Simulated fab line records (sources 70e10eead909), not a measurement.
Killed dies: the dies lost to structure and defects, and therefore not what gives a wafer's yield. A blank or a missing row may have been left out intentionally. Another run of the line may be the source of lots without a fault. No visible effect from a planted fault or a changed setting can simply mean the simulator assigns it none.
Matching of chambers | flow nand-harc | 3 sister chambers for NHARC_A_M1_PRE_CLEAN_32 on pecvd-02
The step time 12 s. 6 wafers are shown with their chamber, then 9 later ones without.

WAFERS PAIRED WITH THEIR CHAMBERS
wafer  | chamber | heater-power-w (W)
L103.2 | 1       | 563
L110.4 | 0       | 790
L110.6 | 2       | 599
L118.1 | 0       | 774
L118.3 | 2       | 635
L118.6 | 1       | 514

WAFERS WITH NO CHAMBER GIVEN
wafer  | heater-power-w (W)
L119.1 | 594
L119.3 | 756
L119.6 | 753
L123.1 | 704
L123.2 | 587
L123.6 | 588
L124.2 | 633
L124.3 | 763
L124.6 | 568

THE CHAMBER EACH PASSED THROUGH
wafer  | from the rows above     | in truth
L119.1 | can't be placed: 2 or 1 | 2
L119.3 | 0                       | 0
L119.6 | 0                       | 0
L123.1 | can't be placed: 0 or 2 | 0
L123.2 | can't be placed: 2 or 1 | 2
L123.6 | can't be placed: 2 or 1 | 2
L124.2 | 2                       | 2
L124.3 | 0                       | 0
L124.6 | can't be placed: 1 or 2 | 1
4 of 9 placed correctly. Can't be placed from these rows: 5 (the true chamber is among the candidates in 5). 0 placed wrongly.
How it was worked out, from the rows above alone: a wafer's distance from a chamber is the root of the sum, over the readings, of the square of ((its reading less the chamber's mean) divided by the reading's scatter). The wafer belongs to the nearest chamber; if the next one is less than 2 further off, it can't be placed. A chamber's mean is the mean of its shown wafers. The scatter is the square root of a quotient: the sum, over the shown wafers, of each reading's squared deviation from its chamber's mean, divided by wafers minus chambers.
